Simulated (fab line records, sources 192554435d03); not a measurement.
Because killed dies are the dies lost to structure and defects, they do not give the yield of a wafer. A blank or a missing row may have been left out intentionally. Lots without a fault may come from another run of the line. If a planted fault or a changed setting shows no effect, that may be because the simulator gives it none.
The tool behind it: which one?    flow n5_finfet    23 lots, 69 wafers sampled, at 6 steps of a route of 1938

WHAT EACH GAUGE READ, for each wafer
N5_GATE_CUT_CD_MEAS_13 targets a cd of 20 nm. Usual: 19.97 nm for cd_nm, sd 0.25.
lot   measured      on         cd_nm (nm)         flag
L075  day 4 17:11   cd_sem-03  19.80 19.97 19.57  
L076  day 5 04:32   cd_sem-02  20.00 20.05 20.08  
L077  day 5 04:38   cd_sem-03  19.83 19.95 19.61  
L078  day 5 12:48   cd_sem-01  20.12 20.15 19.92  
L079  day 5 18:22   cd_sem-01  19.84 19.80 19.33  
L080  day 6 00:55   cd_sem-02  20.55 20.05 20.30  
L081  day 6 05:59   cd_sem-01  19.51 19.74 19.57  
L082  day 6 10:50   cd_sem-03  20.28 19.95 20.02  
L083  day 6 16:56   cd_sem-03  19.88 20.24 20.16  
L084  day 7 01:05   cd_sem-03  20.31 20.11 19.70  
L085  day 7 06:37   cd_sem-03  19.80 19.78 19.76  
L086  day 7 10:35   cd_sem-02  19.36 19.95 19.73  
L087  day 7 16:55   cd_sem-03  19.97 20.44 19.86  
L088  day 7 23:34   cd_sem-03  19.95 19.92 19.83  
L089  day 8 09:16   cd_sem-03  19.37 20.04 19.91  
L090  day 8 17:34   cd_sem-02  19.58 19.99 19.82  
L091  day 8 20:23   cd_sem-02  20.15 20.06 19.92  
L092  day 8 23:23   cd_sem-01  20.09 20.24 20.09  
L093  day 9 05:28   cd_sem-02  20.32 19.89 20.19  
L094  day 9 11:06   cd_sem-03  20.38 20.66 19.98  
L095  day 9 20:47   cd_sem-01  19.86 19.89 19.61  
L096  day 10 03:26  cd_sem-03  19.86 19.61 19.86  
L097  day 10 07:29  cd_sem-02  20.13 20.01 20.24  

EACH LOT AND THE TOOL THAT RAN IT (in order: tool; ch and the chambers of the sampled wafers; start)
lot   N5_SD_EPI_P_STRIP_40                 N5_SDB_DESCUM_16                   N5_HKMG_FIN_ETCH_31                N5_HKMG_FIN_ALD_72             N5_GATE_CUT_ETCHBACK_00
L075  plasma_asher-02 ch 0,1, day 3 12:31  rie_diel-02 ch 0,2,3, day 3 22:53  rie_diel-02 ch 1,2,3, day 4 09:01  cvd_w-02 ch 0,1, day 4 12:36   rie_metal-01 ch 0,1, day 4 13:32
L076  plasma_asher-02 ch 0,1, day 3 22:31  rie_diel-01 ch 0,1, day 4 10:04    rie_diel-02 ch 0,1,3, day 4 20:12  cvd_w-02 ch 0,1, day 4 23:48   rie_metal-01 ch 0,1, day 5 00:44
L077  plasma_asher-01 ch 0,1, day 4 00:03  rie_diel-02 ch 1,2,3, day 4 11:01  rie_diel-04 ch 2,3, day 4 20:25    cvd_w-01 ch 0,1, day 4 23:59   rie_metal-03 ch 0,1, day 5 00:55
L078  plasma_asher-01 ch 0, day 4 06:47    rie_diel-01 ch 0,1,3, day 4 18:19  rie_diel-04 ch 0,1,2, day 5 04:26  cvd_w-01 ch 0,1, day 5 08:00   rie_metal-03 ch 0,1, day 5 08:55
L079  plasma_asher-02 ch 0,1, day 4 13:50  rie_diel-01 ch 0,1,3, day 5 00:44  rie_diel-01 ch 0,3, day 5 09:43    cvd_w-01 ch 0,1, day 5 13:25   rie_metal-03 ch 0,1, day 5 14:22
L080  plasma_asher-02 ch 0,1, day 4 20:10  rie_diel-02 ch 0,1,3, day 5 07:19  rie_diel-04 ch 0,1,3, day 5 16:53  cvd_w-01 ch 0,1, day 5 20:23   rie_metal-03 ch 0,1, day 5 21:21
L081  plasma_asher-02 ch 0,1, day 5 01:49  rie_diel-02 ch 0,1,2, day 5 12:36  rie_diel-01 ch 1,2, day 5 22:02    cvd_w-02 ch 0,1, day 6 01:31   rie_metal-01 ch 0,1, day 6 02:26
L082  plasma_asher-02 ch 0,1, day 5 05:38  rie_diel-02 ch 0,3, day 5 17:03    rie_diel-02 ch 0,3, day 6 02:24    cvd_w-02 ch 1, day 6 05:56     rie_metal-01 ch 0, day 6 06:51
L083  plasma_asher-02 ch 0,1, day 5 12:25  rie_diel-04 ch 0,3, day 5 23:17    rie_diel-01 ch 1,3, day 6 08:40    cvd_w-01 ch 0,1, day 6 12:08   rie_metal-01 ch 0,1, day 6 13:03
L084  plasma_asher-01 ch 0,1, day 5 20:23  rie_diel-02 ch 0,2,3, day 6 06:52  rie_diel-01 ch 1,2,3, day 6 17:09  cvd_w-01 ch 0,1, day 6 20:38   rie_metal-03 ch 0,1, day 6 21:32
L085  plasma_asher-02 ch 0,1, day 6 01:25  rie_diel-01 ch 1,2,3, day 6 12:47  rie_diel-01 ch 1,2, day 6 22:05    cvd_w-01 ch 0,1, day 7 01:42   rie_metal-01 ch 1, day 7 02:37
L086  plasma_asher-02 ch 0,1, day 6 06:21  rie_diel-02 ch 1,2,3, day 6 16:56  rie_diel-04 ch 0,2,3, day 7 02:07  cvd_w-01 ch 0,1, day 7 05:46   rie_metal-03 ch 0,1, day 7 06:40
L087  plasma_asher-01 ch 0,1, day 6 13:22  rie_diel-02 ch 0,2,3, day 6 23:49  rie_diel-02 ch 2,3, day 7 08:56    cvd_w-01 ch 0,1, day 7 12:27   rie_metal-02 ch 0,1, day 7 13:23
L088  plasma_asher-01 ch 0,1, day 6 18:49  rie_diel-04 ch 0,2,3, day 7 05:59  rie_diel-04 ch 0,1,3, day 7 15:29  cvd_w-01 ch 0,1, day 7 18:57   rie_metal-03 ch 0,1, day 7 19:52
L089  plasma_asher-02 ch 0,1, day 7 05:11  rie_diel-02 ch 1,2,3, day 7 15:50  rie_diel-01 ch 0,1,3, day 8 01:06  cvd_w-02 ch 1, day 8 04:34     rie_metal-03 ch 0,1, day 8 05:29
L090  plasma_asher-02 ch 0,1, day 7 06:40  rie_diel-02 ch 1,3, day 7 17:10    rie_diel-01 ch 0,1, day 8 02:38    cvd_w-01 ch 0,1, day 8 06:08   rie_metal-02 ch 0,1, day 8 12:01
L091  plasma_asher-02 ch 0,1, day 7 16:25  rie_diel-04 ch 0,1,2, day 8 02:47  rie_diel-04 ch 1,2, day 8 11:40    cvd_w-01 ch 0,1, day 8 15:29   rie_metal-02 ch 0,1, day 8 16:25
L092  plasma_asher-02 ch 0,1, day 7 17:07  rie_diel-04 ch 2,3, day 8 03:53    rie_diel-02 ch 2,3, day 8 13:03    cvd_w-02 ch 0,1, day 8 16:37   rie_metal-01 ch 0,1, day 8 17:32
L093  plasma_asher-02 ch 0, day 8 00:25    rie_diel-01 ch 0,1,2, day 8 11:08  rie_diel-02 ch 0,2,3, day 8 19:59  cvd_w-02 ch 0, day 8 23:26     rie_metal-02 ch 0, day 9 00:22
L094  plasma_asher-02 ch 0,1, day 8 05:14  rie_diel-01 ch 0,1,3, day 8 16:26  rie_diel-02 ch 0,1,2, day 9 02:41  cvd_w-02 ch 0,1, day 9 06:25   rie_metal-01 ch 0,1, day 9 07:20
L095  plasma_asher-01 ch 0,1, day 8 13:22  rie_diel-04 ch 0,1,3, day 9 02:11  rie_diel-04 ch 0,1,2, day 9 12:34  cvd_w-01 ch 0,1, day 9 16:01   rie_metal-03 ch 0,1, day 9 16:56
L096  plasma_asher-01 ch 0,1, day 8 23:16  rie_diel-01 ch 1,2, day 9 10:23    rie_diel-01 ch 0,1,3, day 9 19:14  cvd_w-02 ch 0,1, day 9 22:50   rie_metal-02 ch 0,1, day 9 23:44
L097  plasma_asher-01 ch 0,1, day 9 02:11  rie_diel-04 ch 1,2, day 9 13:53    rie_diel-01 ch 0,1,2, day 9 23:16  cvd_w-01 ch 0,1, day 10 02:46  rie_metal-01 ch 0,1, day 10 03:41
- N5_SD_EPI_P_STRIP_40: strips in N2/H2.
- N5_SDB_DESCUM_16: chemistry O2, time 7.9 s.
- N5_HKMG_FIN_ETCH_31: etches SiARC in CF4, target depth 45.5 nm, time 75.8 s.
- N5_HKMG_FIN_ALD_72: deposits W, target thk 2 nm, pulse time 1 s, purge time 2 s.
- N5_GATE_CUT_ETCHBACK_00: etches W in SF6/Cl2.

WHAT THE TOOLS THEMSELVES READ (means of the sampled wafers that have a number; where no wafer has one, the mark that the record gives instead)
N5_SD_EPI_P_STRIP_40. Usual: drypump_motor_current_A 5.94 A, standard deviation 0.16; heater_power_w 308 W, standard deviation 24; oes_product_au 0.761 a.u., standard deviation 0.011; temp_c 249.98 C, standard deviation 0.21.
lot   tool             drypump_motor_current_A (A)  heater_power_w (W)  oes_product_au (a.u.)  temp_c (C)  flag
L075  plasma_asher-02  6.01                         299                 0.773                  250.02      
L076  plasma_asher-02  5.96                         294                 0.757                  249.92      
L077  plasma_asher-01  5.74                         333                 0.750                  249.98      
L078  plasma_asher-01  5.61                         342                 0.757                  250.18      
L079  plasma_asher-02  5.98                         298                 0.760                  250.17      
L080  plasma_asher-02  5.96                         294                 0.752                  249.95      
L081  plasma_asher-02  6.05                         307                 0.751                  249.74      
L082  plasma_asher-02  6.04                         310                 0.761                  249.75      
L083  plasma_asher-02  5.96                         295                 0.767                  250.08      
L084  plasma_asher-01  5.71                         329                 0.752                  250.13      
L085  plasma_asher-02  6.04                         307                 0.763                  250.13      
L086  plasma_asher-02  6.03                         307                 0.743                  249.88      
L087  plasma_asher-01  5.73                         327                 0.759                  249.73      
L088  plasma_asher-01  5.73                         325                 0.763                  250.00      
L089  plasma_asher-02  6.00                         296                 0.753                  250.06      
L090  plasma_asher-02  6.02                         308                 0.764                  250.03      
L091  plasma_asher-02  6.02                         309                 0.762                  249.87      
L092  plasma_asher-02  6.03                         305                 0.759                  250.06      
L093  plasma_asher-02  6.08                         325                 0.769                  249.76      
L094  plasma_asher-02  6.00                         309                 0.764                  250.02      
L095  plasma_asher-01  5.74                         326                 0.756                  250.17      
L096  plasma_asher-01  5.74                         327                 0.753                  249.87      
L097  plasma_asher-01  5.87                         314                 0.752                  249.88      

N5_SDB_DESCUM_16. Usual: drypump_motor_current_A 5.5 A, standard deviation 0.43; oes_product_au 0.80 a.u., standard deviation 0.089; rf_vpp_V 243.3 V, standard deviation 1.2; showerhead_plenum_p_Torr 2.10 Torr, standard deviation 0.064; temp_c 39.99 C, standard deviation 0.11; throttle_valve_pct 20.58 %, standard deviation 0.2.
lot   tool         drypump_motor_current_A (A)  oes_product_au (a.u.)  rf_vpp_V (V)  showerhead_plenum_p_Torr (Torr)  temp_c (C)  throttle_valve_pct (%)  flag
L075  rie_diel-02  5.2                          0.77                   242.8         2.08                             39.86       20.62                   
L076  rie_diel-01  6.0                          0.77                   243.5         2.07                             39.87       20.61                   
L077  rie_diel-02  5.1                          0.73                   242.4         2.06                             40.11       20.56                   
L078  rie_diel-01  6.1                          0.78                   242.9         2.13                             39.99       20.68                   
L079  rie_diel-01  6.1                          0.78                   243.7         2.13                             39.96       20.68                   
L080  rie_diel-02  5.3                          0.74                   243.3         2.09                             40.01       20.57                   
L081  rie_diel-02  5.3                          0.72                   241.7         2.05                             40.04       20.68                   
L082  rie_diel-02  5.1                          0.76                   243.2         2.11                             39.96       20.57                   
L083  rie_diel-04  5.4                          0.87                   243.2         2.13                             40.10       20.54                   
L084  rie_diel-02  5.2                          0.74                   242.6         2.07                             40.04       20.67                   
L085  rie_diel-01  6.0                          0.86                   244.3         2.16                             39.98       20.50                   
L086  rie_diel-02  5.1                          0.82                   242.5         2.05                             39.98       20.45                   
L087  rie_diel-02  5.2                          0.74                   242.6         2.07                             39.99       20.69                   
L088  rie_diel-04  5.5                          0.90                   243.9         2.14                             40.04       20.59                   
L089  rie_diel-02  5.1                          0.80                   242.7         2.05                             40.03       20.47                   
L090  rie_diel-02  5.1                          0.80                   242.7         2.08                             40.10       20.37                   
L091  rie_diel-04  5.3                          0.84                   243.5         2.11                             39.92       20.61                   
L092  rie_diel-04  5.5                          0.85                   244.0         2.13                             40.01       20.62                   
L093  rie_diel-01  5.9                          0.89                   244.6         2.13                             40.02       20.31                   
L094  rie_diel-01  6.1                          0.85                   244.2         2.12                             39.95       20.59                   
L095  rie_diel-04  5.2                          0.80                   242.8         2.10                             39.99       20.58                   
L096  rie_diel-01  5.8                          0.85                   243.9         2.16                             40.02       20.27                   
L097  rie_diel-04  5.4                          0.83                   243.7         2.11                             39.97       20.68                   

N5_HKMG_FIN_ETCH_31. Usual: drypump_motor_current_A 5.5 A, standard deviation 0.45; etch_rf_on_time_s 75.3 s, standard deviation 1.2; oes_product_au 0.70 a.u., standard deviation 0.082; rf_vpp_V 184.3 V, standard deviation 1.2; showerhead_plenum_p_Torr 2.16 Torr, standard deviation 0.063; throttle_valve_pct 15.71 %, standard deviation 0.26.
lot   tool         drypump_motor_current_A (A)  etch_rf_on_time_s (s)  oes_product_au (a.u.)  rf_vpp_V (V)  showerhead_plenum_p_Torr (Torr)  throttle_valve_pct (%)  flag
L075  rie_diel-02  5.1                          77.0                   0.62                   183.1         2.11                             15.75                   
L076  rie_diel-02  5.3                          76.7                   0.63                   184.9         2.14                             15.77                   
L077  rie_diel-04  5.6                          76.3                   0.64                   185.4         2.18                             15.98                   
L078  rie_diel-04  5.3                          76.4                   0.68                   184.2         2.17                             15.89                   
L079  rie_diel-01  6.0                          75.3                   0.64                   184.9         2.22                             15.86                   
L080  rie_diel-04  5.2                          74.6                   0.72                   184.0         2.16                             15.70                   
L081  rie_diel-01  5.9                          74.0                   0.74                   183.6         2.14                             15.58                   
L082  rie_diel-02  5.4                          76.3                   0.65                   184.2         2.14                             15.80                   
L083  rie_diel-01  6.2                          74.3                   0.71                   184.8         2.19                             15.85                   
L084  rie_diel-01  5.9                          74.6                   0.74                   185.1         2.20                             15.61                   
L085  rie_diel-01  5.7                          75.3                   0.76                   185.0         2.21                             15.36                   
L086  rie_diel-04  5.5                          73.8                   0.78                   184.0         2.18                             15.66                   
L087  rie_diel-02  4.9                          75.6                   0.63                   183.7         2.12                             15.73                   
L088  rie_diel-04  5.2                          74.8                   0.69                   183.9         2.16                             15.75                   
L089  rie_diel-01  6.1                          74.5                   0.74                   184.7         2.17                             15.73                   
L090  rie_diel-01  6.0                          74.1                   0.79                   185.0         2.15                             15.54                   
L091  rie_diel-04  5.3                          76.7                   0.71                   183.8         2.16                             15.79                   
L092  rie_diel-02  4.9                          76.0                   0.63                   183.8         2.11                             15.75                   
L093  rie_diel-02  5.2                          75.8                   0.63                   183.3         2.11                             15.84                   
L094  rie_diel-02  5.3                          76.6                   0.67                   183.5         2.09                             15.75                   
L095  rie_diel-04  5.3                          74.5                   0.71                   184.7         2.16                             15.79                   
L096  rie_diel-01  6.1                          73.6                   0.73                   183.8         2.16                             15.75                   
L097  rie_diel-01  5.8                          75.2                   0.74                   184.1         2.17                             15.50                   

N5_HKMG_FIN_ALD_72. Usual: heater_power_w 498 W, standard deviation 66; precursor_pulse_height_rel 1.002, standard deviation 0.02.
lot   tool      heater_power_w (W)  precursor_pulse_height_rel  flag
L075  cvd_w-02  483                 1.000                       
L076  cvd_w-02  488                 1.001                       
L077  cvd_w-01  526                 0.997                       
L078  cvd_w-01  536                 1.004                       
L079  cvd_w-01  477                 1.001                       
L080  cvd_w-01  474                 0.994                       
L081  cvd_w-02  482                 0.994                       
L082  cvd_w-02  473                 1.015                       
L083  cvd_w-01  532                 0.998                       
L084  cvd_w-01  534                 1.009                       
L085  cvd_w-01  474                 0.983                       
L086  cvd_w-01  476                 1.003                       
L087  cvd_w-01  531                 1.000                       
L088  cvd_w-01  523                 1.006                       
L089  cvd_w-02  471                 1.001                       
L090  cvd_w-01  527                 1.011                       
L091  cvd_w-01  528                 1.004                       
L092  cvd_w-02  485                 1.001                       
L093  cvd_w-02  517                 0.992                       
L094  cvd_w-02  494                 0.988                       
L095  cvd_w-01  528                 0.994                       
L096  cvd_w-02  502                 1.004                       
L097  cvd_w-01  474                 1.001                       

N5_GATE_CUT_ETCHBACK_00. Usual: drypump_motor_current_A 5.9 A, standard deviation 0.46; oes_product_au 0.78 a.u., standard deviation 0.1; throttle_valve_pct 27.55 %, standard deviation 0.19.
lot   tool          drypump_motor_current_A (A)  oes_product_au (a.u.)  throttle_valve_pct (%)  flag
L075  rie_metal-01  5.7                          0.79                   27.54                   
L076  rie_metal-01  5.7                          0.78                   27.53                   
L077  rie_metal-03  5.9                          0.72                   27.62                   
L078  rie_metal-03  5.9                          0.73                   27.62                   
L079  rie_metal-03  5.6                          0.65                   27.84                   
L080  rie_metal-03  5.9                          0.72                   27.63                   
L081  rie_metal-01  5.9                          0.72                   27.58                   
L082  rie_metal-01  6.0                          0.66                   27.62                   
L083  rie_metal-01  5.7                          0.78                   27.54                   
L084  rie_metal-03  5.9                          0.85                   27.48                   
L085  rie_metal-01  5.6                          0.82                   27.50                   
L086  rie_metal-03  5.9                          0.86                   27.49                   
L087  rie_metal-02  6.6                          0.81                   27.52                   
L088  rie_metal-03  5.6                          0.89                   27.54                   
L089  rie_metal-03  5.9                          0.84                   27.48                   
L090  rie_metal-02  6.6                          0.81                   27.52                   
L091  rie_metal-02  6.6                          0.80                   27.38                   
L092  rie_metal-01  5.7                          0.76                   27.55                   
L093  rie_metal-02  6.6                          0.81                   27.65                   
L094  rie_metal-01  5.8                          0.75                   27.56                   
L095  rie_metal-03  5.6                          0.88                   27.55                   
L096  rie_metal-02  6.5                          0.80                   27.39                   
L097  rie_metal-01  5.9                          0.70                   27.58                   

THE ANSWER, worked out from the rows above alone
Rule: take the mean of a lot's wafers that have a number; if it is more than 3 standard deviations from the usual mean, the lot is off. A lot without any number at a reading at which 4 lots or more have one is off too. The other lots that the step has rows for count as sound. The gauges are gone through in route order, then the tools' own readings, and for those a lot's mean is taken as printed above. The first step at which some lot is off is used, and at that step the reading that is off furthest; a lot without a number counts as furthest.
Across all readings shown, no lot is off: no conclusion can be drawn from this.

WHAT WAS PUT IN BY THE SIMULATOR
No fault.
